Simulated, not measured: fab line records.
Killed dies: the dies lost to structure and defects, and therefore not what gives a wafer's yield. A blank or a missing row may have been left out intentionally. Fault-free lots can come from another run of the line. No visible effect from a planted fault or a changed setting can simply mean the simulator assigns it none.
Struck lot and sound lot, side by side -- flow n5Finfet -- 38 out of 1938 route steps
Sound: wafers L230.1, L230.4, L230.6. Wafers L222.1, L222.2 were the ones struck. At the end, the cause is stated.
At each step with rows: each side's tool, then ch and its chambers, then its first start. Under that, the readings that differ: sound wafers -- struck wafers -- difference of the means -- sigmas: that difference in standard deviations of wafers without a fault.
alike: words and numbers the same on both sides, and readings whose means are apart by under 2 such deviations; not compared: readings that were withheld, readings missing a value for some wafer, numbers with overlapping values and no deviation given by the record, and bounds like >300 which may hide the same value.
Wherever a step has rows on one side only, a row that says differs or no value, or a row with sigmas, the two part there. Numbers that don't overlap but have no deviation are shown without sigmas and don't part them. Lack of a reading on every wafer of one side parts them only where that side has two or more wafers.

first, 9 steps without rows for these wafers: N5_BEOL_M4_ANNEAL_95 (time 240 s); N5_BEOL_M4_SPUTTER_96 (material Cu, target thk 4.5 nm, time 8.29 s); N5_BEOL_M4_ECD_50 (material Cu, target thk 300 nm); N5_BEOL_M4_ANNEAL_51 (time 90 s); N5_BEOL_M4_CMP_52 (polishes, stops on SiOC, t overpolish 6.8 s, target thk 40 nm); N5_BEOL_M4_PRE_CLEAN_60 (time 15 s); N5_BEOL_M4_CO_CAP_55 (material Co, precursor CCTBA/H2, target thk 2 nm, time 102.1 s); N5_BEOL_M4_PRE_CLEAN_56 (time 15 s); N5_BEOL_M4_DEP_57 (deposits SiCN from 3MS/NH3, target thk 8 nm, time 14 s).
N5_BEOL_M4_RC_MEAS_101:
  sound on prober-02 ch 0, day 12 17:56; struck on prober-02 ch 0, day 10 15:08
reading,sound,struck,difference,sigmas
VT_N (mV),253 256 254,247 247,-7,-2
  alike: DIBL_N, DIBL_P, IOFF_N, IOFF_P, ION_N, ION_P, SS_N, SS_P, VT_P
then, 24 steps without rows for these wafers: N5_BEOL_M5_ILD_DEP_00 (deposits SiCOH lowk from DEMS/porogen, target thk 140.64 nm, time 25.9 s); N5_BEOL_M5_CURE_79 (cures SiCOH lowk, time 240 s); N5_BEOL_M5_PECVD_70 (deposits SiO2 from TEOS/O2, target thk 16 nm, time 18 s); N5_BEOL_M5_HM_DEP_02 (deposits TiN, target thk 20 nm); N5_BEOL_M5_COAT_59 (time 60 s, resist thk 60 nm); N5_BEOL_M5_COAT_60 (time 60 s, resist thk 12 nm); N5_BEOL_M5_COAT_71 (time 60 s, resist thk 5 nm); N5_BEOL_M5_COAT_05 (resist thk 30 nm); N5_BEOL_M5_EBR_07; N5_BEOL_M5_SOFTBAKE_06 (time 60 s); N5_BEOL_M5_EXPOSE_08 (exposes mask M5, target cd 28 nm); N5_BEOL_M5_PEB_09 (peb time 60 s); N5_BEOL_M5_DEVELOP_10 (develop time 30 s); N5_BEOL_M5_DESCUM_16 (chemistry O2, time 7 s); N5_BEOL_M5_ETCH_72 (etches underlayer in N2/H2, target depth 6.5 nm, time 5.2 s); N5_BEOL_M5_ETCH_61 (etches SiARC in CF4, target depth 15.6 nm, time 26 s); N5_BEOL_M5_ETCH_62 (etches SOC in N2/H2, target depth 75 nm, overetch 15 nm, time 112.5 s); N5_BEOL_M5_STRIP_63 (strips in N2/H2); N5_BEOL_M5_STRIP_73 (strips in N2/H2); N5_BEOL_M5_STRIP_64 (strips in CF4); N5_BEOL_M5_HM_OPEN_17 (chemistry Cl2/BCl3, target TiN, target depth 20 nm, overetch 6 nm); N5_BEOL_M5_STRIP_19 (strips in O2); N5_BEOL_M5_COAT_65 (time 60 s, resist thk 60 nm); N5_BEOL_M5_COAT_66 (time 60 s, resist thk 12 nm).
N5_BEOL_M8_CMP_52: polishes, stops on SiCOH lowk, t overpolish 6.9 s, target thk 80 nm.
  sound on cmp-03 ch 0,1,3, day 14 06:01; struck on cmp-04 ch 1,3, day 11 23:41
reading,sound,struck,difference,sigmas
barrierFieldEndpointS (s),30.0 28.2 28.6,46.8 46.8,+17.9,+24
overpolishRunS (s),6.898 6.901 6.886,0.035 0.032,-6.861,-99 or more
timeToEndpointS (s),65.3 54.8 61.5,82.3 81.0,+21.1,+8
  alike: motorCurrentA
N5_BEOL_M8_THK_MEAS_53: measures by xrf.
  sound on filmMetro-01, day 14 06:18; struck on filmMetro-02, day 11 23:56
reading,sound,struck,difference,sigmas
M8_THK (nm),81.3 78.8 78.2,196.4 197.3,+117.4,+65
N5_BEOL_M8_INSPECT_58: inspects for defects (darkfield).
  sound on defectInspect-02, day 14 06:28; struck on defectInspect-01, day 12 00:05
reading,sound,struck,difference,sigmas
rawDefectCount,52 89 84,1118 1134,+1051,+42
-- record jumps: 3 days separate the struck wafers' starts on either side; left off in module BEOL_M8, taken up again in module PASSIVATION, whose first shown step is the route's number 1936 --
N5_PASSIVATION_PROBE_49:
  sound on prober-02, day 17 09:50; struck on prober-01, day 14 19:48
reading,sound,struck,difference,sigmas
defectLimitedYield (%),92.6 93.9 91.9,0 0,-93,-62
killed_at_M4_up,13 11 14,1100 1106,+1090,+99 or more
killedDies,87 72 95,1180 1180,+1095,+64
killedOnRim,18 8 19,152 152,+137,+31
sortNPass,1093 1108 1085,0 0,-1095,-61
sortYieldPct (%),92.6 93.9 91.9,0 0,-93,-62
  alike: killed_at_M0_to_M3, killedAtContacts, killedAtFrontEnd, killedAtOther, killedOpen, killedShort, sort_bin_5_function, sort_bin_6_memory

## WHERE THEY PART
Last at N5_PASSIVATION_PROBE_49 as far as this record goes, first at N5_BEOL_M4_RC_MEAS_101.

WHY: what the simulator had put in
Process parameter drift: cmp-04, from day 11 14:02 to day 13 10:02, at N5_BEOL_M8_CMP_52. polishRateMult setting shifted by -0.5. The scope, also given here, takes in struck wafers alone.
